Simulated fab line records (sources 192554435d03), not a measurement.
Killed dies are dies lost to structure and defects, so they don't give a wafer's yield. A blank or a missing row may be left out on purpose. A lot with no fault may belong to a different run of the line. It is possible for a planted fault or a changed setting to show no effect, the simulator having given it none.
A struck lot beside a sound one | flow n5-finfet | 16 out of 1938 route steps
Sound: wafers L456.1, L456.5, L456.6. The struck wafers were L450.1, L450.2, L450.5. Last of all comes the cause.
Order at every step that has rows: each side's tool, ch and its chambers, its first start. Under that, the readings that differ: sound wafers | struck wafers | difference of the means | sigmas: that difference in standard deviations of wafers without a fault.
alike: words and numbers the same on both sides, and readings whose means are apart by under 2 such deviations; not compared: readings that were withheld, readings missing a value for some wafer, numbers with overlapping values and no deviation given by the record, and bounds like >300 which may hide the same value.
The two part at a step that has a row with sigmas, a row that says differs or no value, or rows on one side only. Non-overlapping numbers with no deviation appear without sigmas and do not part them. A reading missing from all wafers of one side parts the sides only when that side holds two or more wafers.

first, 2 steps without rows for these wafers: N5_BEOL_M3_PRECLEAN_42 (cleans in residue remover, time 60 s); N5_BEOL_M3_SRD_43 (time 30 s).
N5_BEOL_M3_CD_MEAS_35: target cd 18 nm, target cd y 21 nm.
  sound on cd-sem-02 at day 11 06:42; struck on cd-sem-02 at day 10 04:34
  alike: cd-nm
then, 1 step without rows for these wafers: N5_BEOL_M3_DEGAS_44 (time 60 s).
N5_BEOL_M3_PRE_CLEAN_45: time 30 s.
  sound on pvd-sputter-01 at day 11 06:55; struck on pvd-sputter-01 at day 10 04:50
  alike: heater-power-w
then, 1 step without rows for these wafers: N5_BEOL_M3_ALD_84 (deposits TaN, pulse time 2 s, purge time 3 s, co reactant purge time 2 s).
N5_BEOL_M3_SURFACE_TREAT_85:
  sound on pvd-sputter-01 at day 11 07:13; struck on pvd-sputter-03 at day 10 05:07
  not compared: throttle-valve-pct
then, 1 step without rows for these wafers: N5_BEOL_M3_CVD_47 (deposits Co from CCTBA/H2, target thk 3 nm, time 223.8 s).
N5_BEOL_M3_SPUTTER_48: material Cu, target thk 4.5 nm, time 8.29 s.
  sound on pvd-sputter-03 at day 11 07:40; struck on pvd-sputter-01 at day 10 05:21
  alike: chamber-pressure-pa, chuck-gas-flow-sccm, throttle-valve-pct
then, 1 step without rows for these wafers: N5_BEOL_M3_ANNEAL_49 (time 240 s).
N5_BEOL_M3_SPUTTER_79: material Cu, target thk 4.5 nm, time 8.29 s.
  sound on pvd-sputter-03 at day 11 07:53; struck on pvd-sputter-01 at day 10 05:34
  alike: chamber-pressure-pa, chuck-gas-flow-sccm, throttle-valve-pct
then, 1 step without rows for these wafers: N5_BEOL_M3_ANNEAL_80 (time 240 s).
N5_BEOL_M3_SPUTTER_81: material Cu, target thk 4.5 nm, time 8.29 s.
  sound on pvd-sputter-03 at day 11 08:07; struck on pvd-sputter-01 at day 10 05:47
  no value came back on the struck wafers for chamber-pressure-pa (Pa), chuck-gas-flow-sccm (sccm), throttle-valve-pct (%); on the sound wafers chamber-pressure-pa (Pa) reads 0.06992 0.07002 0.07008
N5_BEOL_M3_ANNEAL_82: time 240 s.
  sound on pvd-sputter-03 at day 11 08:11; struck on pvd-sputter-01 at day 10 05:52
  alike: heater-power-w
N5_BEOL_M4_RC_MEAS_101:
  sound on prober-02 ch 0, day 11 20:40; struck on prober-02 ch 0, day 10 16:36
  alike: DIBL_N, DIBL_P, IOFF_N, IOFF_P, ION_N, ION_P, SS_N, SS_P, VT_N, VT_P
-- a jump in the record: the struck wafers' starts before and after are 5 days apart (it breaks off in module BEOL_M4 and resumes in module PASSIVATION, where the first step shown is number 1936 of the route) --
N5_PASSIVATION_PROBE_49:
  sound on prober-01 at day 16 03:34; struck on prober-02 at day 15 07:17
  alike: defect-limited-yield, killed_at_M0_to_M3, killed_at_M4_up, killed-at-contacts, killed-at-front-end, killed-at-other, killed-dies, killed-on-rim, killed-open, killed-short, sort_bin_5_function, sort_bin_6_memory, sort_bin_8_speed, sort-n-pass, sort-yield-pct

WHERE THEY PART
At N5_BEOL_M3_SPUTTER_81 and nowhere else, as far as this record goes. Later steps at which nothing parts them and some readings are alike: N5_BEOL_M3_ANNEAL_82, N5_BEOL_M4_RC_MEAS_101, N5_PASSIVATION_PROBE_49.

WHY: the cause the simulator had injected
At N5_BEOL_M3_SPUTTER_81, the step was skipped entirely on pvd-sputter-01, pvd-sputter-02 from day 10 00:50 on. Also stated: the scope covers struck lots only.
